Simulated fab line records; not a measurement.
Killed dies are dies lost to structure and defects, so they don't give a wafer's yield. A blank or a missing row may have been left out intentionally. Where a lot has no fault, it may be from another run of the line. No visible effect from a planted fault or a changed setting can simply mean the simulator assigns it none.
fab line records	flow nand_harc	part 1 of 2: steps 1 to 12 of 24
record lots=5	wafers=15	last_day=32
route steps=1302 shown A_STAIRCASE@737
lots untouched by any fault: they come from a run of this same line in which no faults occurred
start_h: hours from the record's first day to the start of the lot's first wafer shown	wait_h: time in hours since the lot's previous step	" identical to the entry in the row above	L1.1+2: a single row standing in for several wafers	- no value present, or no start provided	* or withheld: withheld	< > ~ a bound
route shown NAME@n: NAME is a module with steps in the file, n the number in the route of the first one	usual: average and standard deviation across the fault-free wafers	same: alike in all rows	chamber/n: place in a boat	sites: per-site readings	_std_site: their standard deviation	_edge_site: outer sites' mean less inner sites'	radius_mm: how far each site lies from the wafer's centre	mask NAME#n: copy n	behind: tool/chamber where the wafer was last shaped	hold: why the lot was held/for how many hours/how that ended	device: whichever transistor did not switch (one of n, p or np)	end of line: the tests these same wafers got at the end of their route	step lacking rows: just its recipe	killed: count of dies lost to structure and defects at first sort (not the wafer's yield)	map: shows each die of a wafer: x if killed, . if not, _ if none is there
set.NAME: the setting the step ran with; set.NAME@STEP: the setting that earlier step ran with	model.NAME: the simulator's own value behind a step, which no gauge read
lots at some steps of the route; a table a step, a row a wafer
services: from which hour (start_h, from the record's first day; less than 0 if before it) a tool's chamber was out of use, for how many hours, and why
## steps
# step NHARC_A_STAIRCASE_ETCH_223
# recipe target_depth_a=1000	time_s=40.5	ion_energy_ev=400	c4f8_flow_sccm=20	o2_flow_sccm=10	ar_flow_sccm=withheld	rf_w=600	bias_w=1000	chemistry=C4F8/O2
# usual chamber_pressure_mTorr=25.005/0.024	oes_product_au=0.941/0.012	rf_fwd_power_W=592.2/2.3	rf_vpp_V=897/6
lot.wafer	tool	chamber	start_h	wait_h	chamber_pressure_mTorr	oes_product_au	rf_fwd_power_W	rf_hours_counter_h	rf_vpp_V
L077.2	rie_diel-10	2	-	-	25.033	0.951	593.2	47	886
L077.6	"	0	"	"	24.988	0.950	592.0	-	900
L077.5	"	3	"	"	25.012	0.947	587.3	-	902
L079.4	rie_diel-02	1	-	-	25.009	0.946	588.5	1	902
L079.3	"	2	"	"	25.006	0.932	594.7	1	900
L079.1	"	0	"	"	25.003	0.932	596.4	1	890
L084.2	rie_diel-11	3	-	-	25.013	0.938	593.8	5	890
L084.4	"	2	"	"	25.028	0.937	591.4	5	905
L084.5	"	0	"	"	24.981	0.938	592.9	-	903
L094.4	rie_diel-02	3	-	-	24.996	0.948	593.6	55	894
L094.2	"	1	"	"	24.964	0.941	588.9	56	903
L094.1	"	2	"	"	25.003	0.943	592.1	59	898
L096.1	rie_diel-02	2	-	-	25.002	0.920	590.3	1	900
L096.3	"	3	"	"	25.029	0.933	589.8	1	894
L096.4	"	1	"	"	24.999	0.942	590.6	1	903
# step NHARC_A_STAIRCASE_TRIM_224
# recipe time_s=211.2	o2_flow_sccm=500	ar_flow_sccm=0	bias_w=0	chemistry=O2
# usual chamber_pressure_mTorr=60.00/0.06	drypump_motor_current_A=5.8/0.5	mfc_ar_sccm=0.004/0.0089	oes_product_au=0.999/0.01	rf_vpp_V=57.8/0.97	showerhead_plenum_p_Torr=3.56/0.16	throttle_valve_pct=17.036/0.0083
lot.wafer	tool	chamber	start_h	wait_h	chamber_pressure_mTorr	drypump_motor_current_A	mfc_ar_sccm	oes_product_au	rf_hours_counter_h	rf_vpp_V	showerhead_plenum_p_Torr	throttle_valve_pct
L077.2	rie_diel-10	3	-	-	59.97	6.8	0.036	0.990	50	57.4	3.66	17.038
L077.5	"	3	"	"	59.97	6.8	0.036	0.995	-	56.7	3.66	17.040
L077.6	"	0	"	"	60.06	5.5	0.016	1.008	-	57.6	3.64	17.047
L079.1	rie_diel-02	2	-	-	60.11	6.3	0	0.991	1	58.6	3.64	17.046
L079.3	"	0	"	"	60.01	6.0	0	0.969	1	57.2	3.33	17.044
L079.4	"	1	"	"	59.94	5.4	0	0.987	1	56.3	3.74	17.050
L084.4	rie_diel-11	2	-	-	59.95	6.1	0	1.001	5	57.9	3.81	17.047
L084.2	"	0	"	"	59.94	5.4	0	1.000	5	56.7	3.72	17.029
L084.5	"	2	"	"	59.99	6.1	0	1.001	-	58.8	3.81	17.035
L094.4	rie_diel-02	2	-	-	60.09	6.3	0	0.988	59	59.0	3.61	17.045
L094.2	"	3	"	"	60.02	5.3	0	0.990	55	58.2	3.48	17.026
L094.1	"	0	"	"	59.97	6.0	0	0.985	55	57.3	3.30	17.039
L096.3	rie_diel-02	3	-	-	59.98	5.3	0	1.003	1	58.8	3.48	17.043
L096.4	"	0	"	"	59.83	6.0	0	0.996	1	57.4	3.30	17.026
L096.1	"	1	"	"	59.94	5.4	0	0.994	2	57.3	3.70	17.032
# step NHARC_A_STAIRCASE_ETCH_225
# recipe target_depth_a=1000	time_s=40.5	ion_energy_ev=400	c4f8_flow_sccm=20	o2_flow_sccm=10	ar_flow_sccm=withheld	rf_w=600	bias_w=1000	chemistry=C4F8/O2
# usual chamber_pressure_mTorr=25.00/0.032	oes_product_au=0.940/0.011	rf_fwd_power_W=592.0/2.3	rf_vpp_V=897/5.9
lot.wafer	tool	chamber	start_h	wait_h	chamber_pressure_mTorr	oes_product_au	rf_fwd_power_W	rf_hours_counter_h	rf_vpp_V
L077.2	rie_diel-10	3	-	-	25.03	0.940	591.4	50	900
L077.5	"	2	"	"	25.00	0.941	592.5	-	887
L077.6	"	3	"	"	25.01	0.939	591.1	-	900
L079.4	rie_diel-02	3	-	-	25.02	0.941	592.4	1	896
L079.3	"	0	"	"	24.99	0.921	593.2	1	887
L079.1	"	2	"	"	25.00	0.947	594.2	1	900
L084.4	rie_diel-11	0	-	-	24.98	0.941	595.2	6	904
L084.2	"	2	"	"	24.98	0.928	592.3	5	906
L084.5	"	3	"	"	24.98	0.938	591.7	-	890
L094.1	rie_diel-02	2	-	-	24.99	0.924	592.8	59	898
L094.4	"	3	"	"	25.01	0.938	591.1	55	894
L094.2	"	0	"	"	25.00	0.928	593.8	55	888
L096.4	rie_diel-02	1	-	-	25.02	0.923	593.1	2	902
L096.1	"	3	"	"	25.01	0.929	591.1	1	894
L096.3	"	0	"	"	24.99	0.928	592.5	1	888
# step NHARC_A_STAIRCASE_TRIM_226
# recipe time_s=211.2	o2_flow_sccm=500	ar_flow_sccm=0	bias_w=0	chemistry=O2
# usual chamber_pressure_mTorr=60.01/0.058	drypump_motor_current_A=5.8/0.51	mfc_ar_sccm=0.004/0.01	oes_product_au=0.998/0.01	rf_vpp_V=57.8/1	showerhead_plenum_p_Torr=3.57/0.16	throttle_valve_pct=17.036/0.0088
lot.wafer	tool	chamber	start_h	wait_h	chamber_pressure_mTorr	drypump_motor_current_A	mfc_ar_sccm	oes_product_au	rf_hours_counter_h	rf_vpp_V	showerhead_plenum_p_Torr	throttle_valve_pct
L077.2	rie_diel-10	2	-	-	60.04	5.1	0	1.004	47	57.4	3.29	17.036
L077.5	"	3	"	"	60.08	6.8	0.036	0.993	-	58.4	3.66	17.045
L077.6	"	0	"	"	60.07	5.5	0.016	1.010	-	58.1	3.64	17.028
L079.1	rie_diel-02	1	-	-	59.99	5.4	0	1.000	1	60.0	3.74	17.043
L079.4	"	2	"	"	60.17	6.3	0	0.992	1	57.0	3.64	17.041
L079.3	"	3	"	"	60.09	5.3	0	1.003	1	57.8	3.51	17.029
L084.4	rie_diel-11	2	-	-	60.11	6.1	0	1.000	5	58.8	3.80	17.046
L084.2	"	3	"	"	59.99	6.3	0	1.009	6	57.5	3.35	17.041
L084.5	"	2	"	"	59.97	6.1	0	1.006	-	58.1	3.81	17.033
L094.4	rie_diel-02	1	-	-	60.15	5.3	0	0.997	56	59.0	3.70	17.034
L094.2	"	2	"	"	60.06	6.3	0	1.001	59	58.6	3.61	17.026
L094.1	"	3	"	"	59.97	5.3	0	0.989	55	60.0	3.48	17.037
L096.1	rie_diel-02	3	-	-	59.99	5.3	0	0.996	1	58.6	3.48	17.031
L096.3	"	0	"	"	59.93	6.0	0	0.991	1	55.6	3.30	17.037
L096.4	"	1	"	"	60.07	5.4	0	0.995	2	58.6	3.70	17.036
# step NHARC_A_STAIRCASE_ETCH_227
# recipe target_depth_a=1000	time_s=40.5	ion_energy_ev=400	c4f8_flow_sccm=20	o2_flow_sccm=10	ar_flow_sccm=withheld	rf_w=600	bias_w=1000	chemistry=C4F8/O2
# usual chamber_pressure_mTorr=24.997/0.024	oes_product_au=0.943/0.011	rf_fwd_power_W=591.9/2.3	rf_vpp_V=897/6.1
lot.wafer	tool	chamber	start_h	wait_h	chamber_pressure_mTorr	oes_product_au	rf_fwd_power_W	rf_hours_counter_h	rf_vpp_V
L077.2	rie_diel-10	0	-	-	24.989	0.945	592.7	51	900
L077.6	"	3	"	"	24.958	0.945	592.8	-	902
L077.5	"	0	"	"	24.993	0.956	591.9	-	901
L079.4	rie_diel-02	0	-	-	25.029	0.936	592.2	1	888
L079.3	"	2	"	"	25.024	0.928	594.6	1	900
L079.1	"	3	"	"	25.020	0.941	589.4	1	895
L084.4	rie_diel-11	0	-	-	24.996	0.946	594.9	7	903
L084.2	"	2	"	"	24.966	0.945	595.4	6	907
L084.5	"	3	"	"	24.981	0.948	593.8	-	890
L094.2	rie_diel-02	3	-	-	24.984	0.957	592.7	56	893
L094.1	"	0	"	"	24.957	0.938	592.9	55	886
L094.4	"	1	"	"	25.010	0.941	586.6	56	903
L096.1	rie_diel-02	0	-	-	24.965	0.932	593.1	1	886
L096.3	"	1	"	"	25.008	0.945	589.6	2	903
L096.4	"	2	"	"	24.987	0.928	590.3	2	899
# step NHARC_A_STAIRCASE_TRIM_229
# recipe time_s=211.2	o2_flow_sccm=500	ar_flow_sccm=0	bias_w=0	chemistry=O2
# usual chamber_pressure_mTorr=60.00/0.058	drypump_motor_current_A=5.8/0.46	mfc_ar_sccm=0.003/0.007	oes_product_au=1.000/0.0085	rf_vpp_V=57.7/0.89	showerhead_plenum_p_Torr=3.56/0.17	throttle_valve_pct=17.037/0.0096
lot.wafer	tool	chamber	start_h	wait_h	chamber_pressure_mTorr	drypump_motor_current_A	mfc_ar_sccm	oes_product_au	rf_hours_counter_h	rf_vpp_V	showerhead_plenum_p_Torr	throttle_valve_pct
L077.2	rie_diel-02	3	390.41	0.1	60.02	5.3	0	0.997	59	57.9	3.51	17.031
L077.5	"	1	"	"	60.06	5.4	0	0.997	-	58.9	3.74	17.038
L077.6	"	2	"	"	59.99	6.3	0	0.994	-	57.4	3.64	17.034
L079.4	rie_diel-02	2	407.49	0.1	59.96	6.3	0	0.999	1	59.9	3.64	17.028
L079.3	"	3	"	"	59.94	5.3	0	0.998	1	56.4	3.51	17.041
L079.1	"	1	"	"	59.94	5.3	0	1.001	1	59.1	3.74	17.041
L084.2	rie_diel-10	0	464.58	0.1	59.96	5.5	0.016	0.985	11	58.8	3.63	17.036
L084.4	"	1	"	"	59.98	6.5	0	1.003	11	58.1	3.38	17.023
L084.5	"	1	"	"	60.12	6.5	0	1.010	-	57.2	3.38	17.035
L094.1	rie_diel-11	3	567.61	0.1	60.06	6.3	0	1.009	36	57.7	3.34	17.029
L094.2	"	0	"	"	60.00	5.4	0	0.996	35	59.0	3.71	17.041
L094.4	"	1	"	"	59.98	5.4	0.008	1.011	35	56.9	3.59	17.045
L096.4	rie_diel-02	0	584.66	0.1	59.96	6.0	0	0.997	1	55.3	3.30	17.043
L096.1	"	1	"	"	59.96	5.3	0	0.995	2	56.7	3.70	17.038
L096.3	"	2	"	"	59.93	6.3	0	0.990	2	58.2	3.61	17.055
# step NHARC_A_STAIRCASE_ETCH_230
# recipe target_depth_a=1000	time_s=40.5	ion_energy_ev=400	c4f8_flow_sccm=20	o2_flow_sccm=10	ar_flow_sccm=withheld	rf_w=600	bias_w=1000	chemistry=C4F8/O2
# usual chamber_pressure_mTorr=25.000/0.024	oes_product_au=0.950/0.02	rf_fwd_power_W=592.7/2.3	rf_vpp_V=898/6
lot.wafer	tool	chamber	start_h	wait_h	chamber_pressure_mTorr	oes_product_au	rf_fwd_power_W	rf_hours_counter_h	rf_vpp_V
L077.2	rie_diel-02	0	-	-	25.014	0.946	594.4	52	890
L077.5	"	2	"	"	24.980	0.942	591.2	-	900
L077.6	"	3	"	"	24.970	0.969	590.7	-	895
L079.3	rie_diel-02	3	-	-	25.020	0.934	594.7	2	895
L079.4	"	0	"	"	24.998	0.928	596.6	2	888
L079.1	"	2	"	"	25.017	0.927	594.2	2	900
L084.2	rie_diel-10	1	-	-	25.014	0.944	591.5	11	889
L084.4	"	0	"	"	25.035	0.935	594.3	11	900
L084.5	"	2	"	"	25.000	0.969	595.3	-	906
L094.4	rie_diel-11	3	-	-	24.997	0.923	587.8	36	888
L094.2	"	0	"	"	24.980	0.908	594.8	35	901
L094.1	"	2	"	"	24.958	0.921	595.1	32	905
L096.1	rie_diel-02	1	-	-	24.970	0.943	590.5	2	903
L096.3	"	2	"	"	24.993	0.930	591.6	2	898
L096.4	"	3	"	"	24.963	0.939	592.6	1	896
# step NHARC_A_STAIRCASE_TRIM_231
# recipe time_s=211.2	o2_flow_sccm=500	ar_flow_sccm=0	bias_w=0	chemistry=O2
# usual chamber_pressure_mTorr=60.00/0.059	drypump_motor_current_A=5.8/0.47	mfc_ar_sccm=0.003/0.0079	oes_product_au=1.000/0.0094	rf_vpp_V=57.9/0.84	showerhead_plenum_p_Torr=3.58/0.17	throttle_valve_pct=17.035/0.0096
lot.wafer	tool	chamber	start_h	wait_h	chamber_pressure_mTorr	drypump_motor_current_A	mfc_ar_sccm	oes_product_au	rf_hours_counter_h	rf_vpp_V	showerhead_plenum_p_Torr	throttle_valve_pct
L077.2	rie_diel-02	3	-	-	60.04	5.3	0	1.008	59	58.5	3.51	17.011
L077.6	"	0	"	"	60.04	6.0	0	0.980	-	57.2	3.33	17.024
L077.5	"	1	"	"	59.95	5.4	0	0.994	-	59.2	3.74	17.033
L079.1	rie_diel-02	3	-	-	59.98	5.3	0	1.010	2	57.3	3.51	17.028
L079.4	"	1	"	"	59.94	5.4	0	0.997	2	57.5	3.74	17.039
L079.3	"	2	"	"	59.95	6.3	0	0.990	2	58.7	3.64	17.026
L084.2	rie_diel-10	3	-	-	60.07	6.8	0.036	1.010	9	59.3	3.65	17.034
L084.4	"	1	"	"	60.10	6.5	0	0.999	11	57.8	3.38	17.032
L084.5	"	2	"	"	60.03	5.2	0	1.012	-	58.7	3.80	17.036
L094.2	rie_diel-11	1	-	-	60.01	5.4	0.008	1.010	35	58.3	3.59	17.030
L094.4	"	3	"	"	60.00	6.3	0	1.007	36	57.3	3.34	17.021
L094.1	"	0	"	"	60.00	5.4	0	0.996	36	57.1	3.70	17.050
L096.3	rie_diel-02	1	-	-	60.07	5.3	0	1.001	2	56.6	3.70	17.028
L096.4	"	2	"	"	59.93	6.3	0	0.988	2	59.8	3.61	17.026
L096.1	"	0	"	"	59.99	6.0	0	0.998	1	58.9	3.30	17.028
# step NHARC_A_STAIRCASE_ETCH_232
# recipe target_depth_a=1000	time_s=40.5	ion_energy_ev=400	c4f8_flow_sccm=20	o2_flow_sccm=10	ar_flow_sccm=withheld	rf_w=600	bias_w=1000	chemistry=C4F8/O2
# usual chamber_pressure_mTorr=24.997/0.023	oes_product_au=0.946/0.013	rf_fwd_power_W=592.2/2.2	rf_vpp_V=898/6.2
lot.wafer	tool	chamber	start_h	wait_h	chamber_pressure_mTorr	oes_product_au	rf_fwd_power_W	rf_hours_counter_h	rf_vpp_V
L077.2	rie_diel-02	3	-	-	24.975	0.964	591.5	59	896
L077.6	"	1	"	"	24.986	0.939	589.5	-	904
L077.5	"	2	"	"	25.019	0.946	594.8	-	900
L079.1	rie_diel-02	2	-	-	24.976	0.938	592.3	2	900
L079.3	"	3	"	"	25.008	0.941	590.7	2	897
L079.4	"	1	"	"	24.996	0.942	590.3	2	904
L084.2	rie_diel-10	1	-	-	24.961	0.954	591.2	11	891
L084.4	"	2	"	"	25.005	0.948	589.6	14	907
L084.5	"	1	"	"	25.054	0.951	594.2	-	891
L094.2	rie_diel-11	2	-	-	24.985	0.927	587.3	32	905
L094.1	"	3	"	"	24.992	0.952	592.2	36	889
L094.4	"	1	"	"	24.972	0.939	594.8	35	898
L096.3	rie_diel-02	2	-	-	24.970	0.921	590.2	2	900
L096.4	"	3	"	"	25.025	0.925	591.0	1	894
L096.1	"	0	"	"	24.981	0.929	593.8	1	888
# step NHARC_A_STAIRCASE_TRIM_233
# recipe time_s=211.2	o2_flow_sccm=500	ar_flow_sccm=0	bias_w=0	chemistry=O2
# usual chamber_pressure_mTorr=60.01/0.055	drypump_motor_current_A=5.8/0.46	mfc_ar_sccm=0.004/0.0084	oes_product_au=1.002/0.0089	rf_vpp_V=57.9/0.89	showerhead_plenum_p_Torr=3.58/0.17	throttle_valve_pct=17.036/0.0096
lot.wafer	tool	chamber	start_h	wait_h	chamber_pressure_mTorr	drypump_motor_current_A	mfc_ar_sccm	oes_product_au	rf_hours_counter_h	rf_vpp_V	showerhead_plenum_p_Torr	throttle_valve_pct
L077.2	rie_diel-02	0	-	-	59.99	6.0	0	0.988	52	57.2	3.33	17.034
L077.6	"	0	"	"	60.10	6.0	0	0.984	-	57.1	3.33	17.040
L077.5	"	1	"	"	60.00	5.3	0	0.996	-	57.6	3.74	17.023
L079.1	rie_diel-02	1	-	-	59.98	5.3	0	1.003	2	57.4	3.74	17.029
L079.4	"	2	"	"	60.01	6.3	0	1.003	2	56.7	3.64	17.035
L079.3	"	3	"	"	59.94	5.3	0	1.000	2	57.5	3.51	17.034
L084.2	rie_diel-10	2	-	-	60.05	5.1	0	1.012	14	59.5	3.80	17.024
L084.4	"	3	"	"	60.06	6.7	0.036	1.003	9	56.9	3.65	17.037
L084.5	"	2	"	"	60.01	5.2	0	1.006	-	57.2	3.80	17.028
L094.1	rie_diel-11	2	-	-	60.07	6.1	0	1.000	32	56.8	3.79	17.036
L094.2	"	3	"	"	59.97	6.3	0	1.009	36	58.0	3.34	17.042
L094.4	"	0	"	"	59.97	5.4	0	1.006	36	58.9	3.70	17.044
L096.1	rie_diel-02	1	-	-	60.08	5.4	0	1.003	2	58.2	3.70	17.035
L096.4	"	2	"	"	60.04	6.3	0	1.000	2	57.8	3.61	17.027
L096.3	"	3	"	"	59.96	5.3	0	0.995	1	58.3	3.48	17.031
# step NHARC_A_STAIRCASE_ETCH_234
# recipe target_depth_a=1000	time_s=40.5	ion_energy_ev=400	c4f8_flow_sccm=20	o2_flow_sccm=10	ar_flow_sccm=withheld	rf_w=600	bias_w=1000	chemistry=C4F8/O2
# usual chamber_pressure_mTorr=25.003/0.02	oes_product_au=0.946/0.015	rf_fwd_power_W=592.5/2.3	rf_vpp_V=897/6.2
lot.wafer	tool	chamber	start_h	wait_h	chamber_pressure_mTorr	oes_product_au	rf_fwd_power_W	rf_hours_counter_h	rf_vpp_V
L077.2	rie_diel-02	1	-	-	25.004	0.936	592.3	54	903
L077.5	"	1	"	"	25.020	0.945	590.7	-	904
L077.6	"	2	"	"	24.985	0.952	591.8	-	902
L079.3	rie_diel-02	0	-	-	24.959	0.924	595.5	2	890
L079.4	"	1	"	"	24.981	0.927	591.4	2	904
L079.1	"	2	"	"	24.999	0.922	590.9	2	899
L084.4	rie_diel-10	0	-	-	25.045	0.940	596.7	11	900
L084.2	"	1	"	"	24.981	0.960	592.3	11	891
L084.5	"	0	"	"	24.972	0.940	593.5	-	899
L094.2	rie_diel-11	0	-	-	25.039	0.939	593.7	36	902
L094.4	"	1	"	"	24.993	0.936	597.0	36	897
L094.1	"	3	"	"	24.993	0.968	591.7	36	888
L096.3	rie_diel-02	0	-	-	25.018	0.928	595.7	2	890
L096.1	"	1	"	"	24.974	0.932	592.2	2	903
L096.4	"	2	"	"	25.016	0.923	590.7	2	899
# step NHARC_A_STAIRCASE_TRIM_235
# recipe time_s=211.2	o2_flow_sccm=500	ar_flow_sccm=0	bias_w=0	chemistry=O2
# usual chamber_pressure_mTorr=60.00/0.058	drypump_motor_current_A=5.8/0.46	mfc_ar_sccm=0.003/0.0075	oes_product_au=1.002/0.0098	rf_vpp_V=58.0/0.82	showerhead_plenum_p_Torr=3.57/0.17	throttle_valve_pct=17.035/0.0087
lot.wafer	tool	chamber	start_h	wait_h	chamber_pressure_mTorr	drypump_motor_current_A	mfc_ar_sccm	oes_product_au	rf_hours_counter_h	rf_vpp_V	showerhead_plenum_p_Torr	throttle_valve_pct
L077.2	rie_diel-02	2	-	-	59.91	6.3	0	0.997	61	57.8	3.64	17.026
L077.6	"	3	"	"	59.96	5.3	0	1.003	-	57.2	3.51	17.031
L077.5	"	0	"	"	59.97	6.0	0	0.982	-	56.6	3.33	17.026
L079.1	rie_diel-02	1	-	-	60.06	5.3	0	0.998	2	58.8	3.74	17.036
L079.4	"	2	"	"	59.97	6.3	0	0.993	2	57.9	3.64	17.044
L079.3	"	3	"	"	59.90	5.3	0	1.005	2	57.6	3.51	17.022
L084.2	rie_diel-10	2	-	-	60.05	5.1	0	1.004	14	58.5	3.80	17.032
L084.4	"	0	"	"	59.97	5.5	0.016	1.000	12	57.7	3.63	17.041
L084.5	"	2	"	"	60.06	5.1	0	1.008	-	58.1	3.80	17.040
L094.4	rie_diel-11	2	-	-	59.92	6.0	0	1.006	32	58.6	3.79	17.031
L094.2	"	3	"	"	60.06	6.3	0	1.007	36	58.3	3.33	17.028
L094.1	"	0	"	"	59.95	5.4	0	0.995	36	57.0	3.70	17.048
L096.4	rie_diel-02	2	-	-	60.04	6.3	0	0.984	2	59.3	3.61	17.027
L096.3	"	3	"	"	59.95	5.3	0	0.988	2	57.3	3.48	17.059
L096.1	"	0	"	"	59.97	6.0	0	0.989	2	57.4	3.30	17.024
